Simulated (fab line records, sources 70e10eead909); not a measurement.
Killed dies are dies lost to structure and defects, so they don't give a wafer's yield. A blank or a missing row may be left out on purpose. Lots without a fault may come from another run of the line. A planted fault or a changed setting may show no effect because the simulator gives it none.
Which tool did it? | flow nand_harc | 7 lots, 21 wafers sampled, at 4 steps of a route of 1302

WHAT THE GAUGES READ, wafer by wafer
NHARC_A_SOURCE_PLATE_INSPECT_08.
lot  | measured     | on                | raw_defect_count
L529 | day 10 03:26 | defect_inspect-02 | 51 37 1331
L536 | day 13 17:49 | defect_inspect-02 | 49 41 34
L537 | day 13 17:50 | defect_inspect-02 | 71 90 77
L540 | day 14 16:58 | defect_inspect-01 | 62 61 63
L542 | day 15 13:13 | defect_inspect-02 | 114 100 120
L544 | day 16 20:28 | defect_inspect-02 | 48 42 69
L546 | day 17 17:31 | defect_inspect-02 | 76 92 89

WHICH TOOL RAN EACH LOT (tool, then ch and the chambers of the sampled wafers, then the start)
lot  | NHARC_P_BONDPAD_PVD_27                  | NHARC_P_BONDPAD_CMP_19        | NHARC_A_SOURCE_PLATE_PVD_04
L529 | pvd_sputter-01, day 9 04:17 or earlier  | cmp-02 ch 0,2, day 9 04:17    | pvd_sputter-03, day 9 14:55
L536 | pvd_sputter-02, day 12 18:22 or earlier | cmp-02 ch 2,3, day 12 18:22   | pvd_sputter-01, day 13 04:50
L537 | pvd_sputter-03, day 12 19:35 or earlier | cmp-01 ch 0,1,2, day 12 19:35 | pvd_sputter-03, day 13 04:50
L540 | pvd_sputter-01, day 13 16:54 or earlier | cmp-04 ch 2,3, day 13 16:54   | pvd_sputter-03, day 14 03:28
L542 | pvd_sputter-03, day 14 13:32 or earlier | cmp-04 ch 2,3, day 14 13:32   | pvd_sputter-01, day 15 00:12
L544 | pvd_sputter-02, day 15 21:18 or earlier | cmp-04 ch 1,2,3, day 15 21:18 | pvd_sputter-02, day 16 07:28
L546 | pvd_sputter-01, day 16 18:24 or earlier | cmp-01 ch 0,1, day 16 18:24   | pvd_sputter-01, day 17 04:37
- NHARC_P_BONDPAD_PVD_27: deposits Cu, target thk 30 nm, time 20.49 s.
- NHARC_P_BONDPAD_CMP_19: polishes, t overpolish 30 s, cu recess touch 16 s, target thk 160.81 nm.
- NHARC_A_SOURCE_PLATE_PVD_04: deposits WSi2, target thk 50 nm.

THE ANSWER, worked out from the rows above alone
Rule: what is usual is taken from the lots themselves. Put in order of their means at a reading, lots are off if they are a third of the lots or fewer, leave a main group of 4 or more, and stand apart from it by a gap of 3 or more times the standard deviation of the main group's means; of several such gaps the widest counts. A main group whose means are all the same, to the digits that the tables above print for the reading, isn't used. A lot without any number at a reading at which 4 lots or more have one is off too. The other lots that the step has rows for count as sound.
Off: L529, at NHARC_A_SOURCE_PLATE_INSPECT_08 (raw_defect_count). The main group: mean 72, standard deviation 23.
A tool fits if, at a process step before that reading, it ran every lot that is off, and no sound lot after the first of them. The gauges at NHARC_A_SOURCE_PLATE_INSPECT_08 are tried like those tools. NHARC_P_BONDPAD_PVD_27 gives no start for some lots, so the hours and the order of its lots are those of NHARC_P_BONDPAD_CMP_19. None of those tried fits.

WHAT THE SIMULATOR HAD PUT IN
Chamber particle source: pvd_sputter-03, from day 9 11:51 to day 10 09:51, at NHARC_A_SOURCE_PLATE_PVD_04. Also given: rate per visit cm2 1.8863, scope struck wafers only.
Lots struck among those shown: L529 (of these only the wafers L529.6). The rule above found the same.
